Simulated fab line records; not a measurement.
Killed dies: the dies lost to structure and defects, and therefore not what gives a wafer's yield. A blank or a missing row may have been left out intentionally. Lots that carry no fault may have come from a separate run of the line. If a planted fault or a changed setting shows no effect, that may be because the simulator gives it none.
Which tool was responsible?	flow nand_harc	39 wafers from 13 lots sampled at 6 of the route's 1302 steps

== WHAT THE GAUGES READ, wafer by wafer ==
NHARC_A_CHANNEL_FILL_D1_INSPECT_13.
lot	measured	on	raw_defect_count
L801	day 11 04:06	defect_inspect-02	211 487 272
L802	day 11 16:52	defect_inspect-02	329 329 264
L805	day 13 08:04	defect_inspect-01	404 313 285
L804	day 13 08:05	defect_inspect-02	365 405 317
L806	day 13 11:37	defect_inspect-01	233 152 221
L808	day 14 02:23	defect_inspect-02	229 557 614
L809	day 14 02:23	defect_inspect-02	131 193 189
L814	day 16 12:21	defect_inspect-01	272 257 284
L815	day 17 04:08	defect_inspect-01	256 233 269
L820	day 19 15:32	defect_inspect-02	356 340 268
L821	day 19 18:55	defect_inspect-01	161 144 255
L823	day 20 04:29	defect_inspect-01	329 213 229
L824	day 21 03:49	defect_inspect-02	567 334 332

NHARC_A_ONON_D2_THK_MEAS_05: measures by ellipsometry.
lot	measured	on	thk_nm (nm)
L801	day 12 13:05	film_metro-01	1000 1000 1003
L802	day 13 07:32	film_metro-01	994 994 995
L805	day 14 21:17	film_metro-02	997 999 999
L804	day 14 21:29	film_metro-01	1003 1004 1002
L806	day 15 02:50	film_metro-02	991 991 992
L808	day 15 13:47	film_metro-01	1014 1011 1014
L809	day 15 13:46	film_metro-02	1008 1007 1006
L814	day 18 08:24	film_metro-02	1029 1031 1031
L815	day 18 20:32	film_metro-02	1040 1038 1038
L820	day 21 10:02	film_metro-02	1020 1019 1018
L821	day 21 20:13	film_metro-01	1008 1006 1005
L823	day 21 21:52	film_metro-01	991 992 994
L824	day 22 23:19	film_metro-02	1001 1001 1002

NHARC_A_ONON_D2_THK_MEAS_24: measures by ellipsometry.
lot	measured	on	thk_nm (nm)
L801	day 13 00:28	film_metro-01	999 998 1000
L802	day 13 19:49	film_metro-02	986 986 986
L805	day 15 07:28	film_metro-02	1003 1003 1003
L804	day 15 07:31	film_metro-01	1025 1025 1024
L806	day 15 13:02	film_metro-01	990 991 989
L808	day 16 00:53	film_metro-02	1001 1003 1002
L809	day 16 00:53	film_metro-01	995 996 995
L814	day 18 18:56	film_metro-02	1005 1005 1004
L815	day 19 07:01	film_metro-01	996 997 998
L820	day 21 21:34	film_metro-02	1016 1017 1018
L821	day 22 06:46	film_metro-02	988 987 988
L823	day 22 06:46	film_metro-01	1006 1006 1007
L824	day 23 09:31	film_metro-01	1002 1003 1002

NHARC_END_SORT_01.
lot	measured	on	killed_at_array	killed_at_other	killed_at_periphery	killed_dies	killed_open	killed_short
L815	day 30 14:45	prober-01	57 104 90	0 0 1	2 5 4	59 109 95	2 1 3	0 1 2

== EACH LOT AND THE TOOL THAT RAN IT (in order: tool; ch and the chambers of the sampled wafers; start) ==
lot	NHARC_A_DECK1_JOINT_ETCHBACK_00	NHARC_A_ONON_D2_DEP_03
L801	rie_si-03 ch 0,1,3, day 11 14:53	pecvd_onon-02 ch 0, day 12 12:38
L802	rie_si-03 ch 2,3, day 12 03:28	pecvd_onon-03 ch 0, day 13 07:01
L805	rie_si-03 ch 1,3, day 13 18:49	pecvd_onon-01 ch 0, day 14 20:47
L804	rie_si-03 ch 0,1,3, day 13 18:58	pecvd_onon-02 ch 0, day 14 21:01
L806	rie_si-04 ch 0,1,3, day 13 22:11	pecvd_onon-01 ch 0, day 15 02:20
L808	rie_si-04 ch 2,3, day 14 13:11	pecvd_onon-02 ch 0, day 15 13:23
L809	rie_si-03 ch 0,1,3, day 14 13:12	pecvd_onon-03 ch 0, day 15 13:16
L814	rie_si-03 ch 1,2,3, day 16 23:01	pecvd_onon-02 ch 0, day 18 07:53
L815	rie_si-04 ch 0,1,3, day 17 14:53	pecvd_onon-02 ch 0, day 18 20:11
L820	rie_si-03 ch 0,3, day 20 02:10	pecvd_onon-02 ch 0, day 21 09:42
L821	rie_si-05 ch 0,2,3, day 20 05:41	pecvd_onon-01 ch 0, day 21 19:45
L823	rie_si-04 ch 0,2,3, day 20 15:11	pecvd_onon-01 ch 0, day 21 21:22
L824	rie_si-03 ch 0,1, day 21 15:58	pecvd_onon-01 ch 0, day 22 22:55
- NHARC_A_DECK1_JOINT_ETCHBACK_00: etches the open film in HBr, target depth 30 nm, time 17.4 s.
- NHARC_A_ONON_D2_DEP_03: target thk 1000 nm.

== WHAT THE TOOLS THEMSELVES READ (means of the sampled wafers that have a number; where no wafer has one, the mark that the record gives instead) ==
NHARC_A_DECK1_JOINT_ETCHBACK_00.
lot	tool	drypump_motor_current_A (A)	oes_product_au (a.u.)	throttle_valve_pct (%)
L801	rie_si-03	5.6	1.005	23.253
L802	rie_si-03	5.7	1.005	23.267
L805	rie_si-03	5.5	1.004	23.270
L804	rie_si-03	5.6	1.007	23.266
L806	rie_si-04	5.9	1.007	23.266
L808	rie_si-04	6.0	0.988	23.266
L809	rie_si-03	5.6	1.016	23.269
L814	rie_si-03	5.9	1.001	23.261
L815	rie_si-04	5.9	0.995	23.278
L820	rie_si-03	5.0	1.000	23.275
L821	rie_si-05	6.4	1.012	23.264
L823	rie_si-04	6.1	0.997	23.269
L824	rie_si-03	6.1	0.990	23.269

== THE ANSWER, worked out from the rows above alone ==
Rule: usual is defined by the lots themselves. The widest of any qualifying gaps counts: lots, ordered by their means at a reading, are off when they make up no more than a third of the lots, leave a main group of 4 or more, and stand apart from it by 3 or more times the standard deviation of that group's means. If all means in a main group match to the digits the tables above print for the reading, that group is not used. A lot without any number at a reading at which 4 lots or more have one is off too. All remaining lots with rows at the step are treated as sound. After the gauges, taken in route order, come the tools' own readings; for these a lot's mean is taken, as printed above. At the first step where some lot is off, the reading lying furthest off is the one used; lots without a number count as furthest.
Across all readings shown, no lot is off: no conclusion can be drawn from this.

== WHAT THE SIMULATOR HAD PUT IN ==
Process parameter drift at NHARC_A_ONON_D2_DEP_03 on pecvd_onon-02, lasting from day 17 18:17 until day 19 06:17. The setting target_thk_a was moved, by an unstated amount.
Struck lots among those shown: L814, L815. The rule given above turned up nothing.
